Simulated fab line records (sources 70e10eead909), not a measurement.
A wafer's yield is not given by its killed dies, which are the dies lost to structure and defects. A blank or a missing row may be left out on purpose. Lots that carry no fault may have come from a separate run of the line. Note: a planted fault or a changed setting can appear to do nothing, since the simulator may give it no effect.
Matching of chambers | flow nand-harc | 3 sister chambers for NHARC_A_CONTACT_DEP_58 on pecvd-03
The step deposits SiON, target thk 60 nm. 16 wafers are shown with their chamber, then 8 later ones without.

## EACH WAFER AND ITS CHAMBER
wafer  | chamber | heater-power-w (W) | rf-fwd-power-W (W)
L078.3 | 0       | 620                | 349.6
L078.4 | 1       | 773                | 348.8
L078.5 | 2       | 808                | 351.0
L082.2 | 0       | 647                | 348.5
L082.3 | 2       | 892                | 349.7
L082.5 | 1       | 691                | 348.5
L080.1 | 2       | 889                | 347.3
L080.5 | 2       | 911                | 349.2
L080.6 | 0       | 629                | 349.2
L088.3 | 2       | 785                | 348.2
L088.5 | 0       | 646                | 348.8
L088.6 | 2       | 795                | 349.8
L089.1 | 0       | 681                | 348.3
L089.3 | 2       | 862                | 347.9
L089.6 | 2       | 886                | 347.9
L094.3 | 0       | 655                | 348.8

SIGNATURES (averages over the wafers above)
reading        | chamber 0 | chamber 1 | chamber 2 | scatter within a chamber
heater-power-w | 646.33    | 732.00    | 853.50    | 42.1
rf-fwd-power-W | 348.867   | 348.650   | 348.875   | 0.967
Rule: for each reading, subtract the chamber's mean from the wafer's reading, divide by that reading's scatter and square the result; add these up over the readings and take the root, which gives the wafer's distance from the chamber. If the next closest chamber is less than 2 further off than the closest, the wafer can't be placed; otherwise it belongs to the closest. How the scatter is found: for the shown wafers, subtract from each reading the mean of its chamber, square and add these, divide the total by (wafers less chambers), then take the root.

## WAFERS WITH NO CHAMBER GIVEN
wafer  | heater-power-w (W) | rf-fwd-power-W (W)
L094.4 | 658                | 348.0
L094.5 | 795                | 347.8
L096.3 | 798                | 349.0
L096.5 | 637                | 348.8
L096.6 | 791                | 348.1
L097.1 | 736                | 348.6
L097.5 | 583                | 346.6
L097.6 | 751                | 346.2

## WHICH CHAMBER EACH ONE RAN IN
wafer  | from the rows above          | in truth
L094.4 | can't be placed: 0 or 1      | 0
L094.5 | can't be placed: 1 or 2 or 0 | 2
L096.3 | can't be placed: 2 or 1      | 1
L096.5 | 0                            | 0
L096.6 | can't be placed: 1 or 2      | 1
L097.1 | 1                            | 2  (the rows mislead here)
L097.5 | can't be placed: 0 or 1      | 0
L097.6 | can't be placed: 1 or 2 or 0 | 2
Placed correctly: 1 of 8. From these rows, 6 cannot be placed; in 6 the true chamber is one of the candidates. Number placed wrongly: 1.
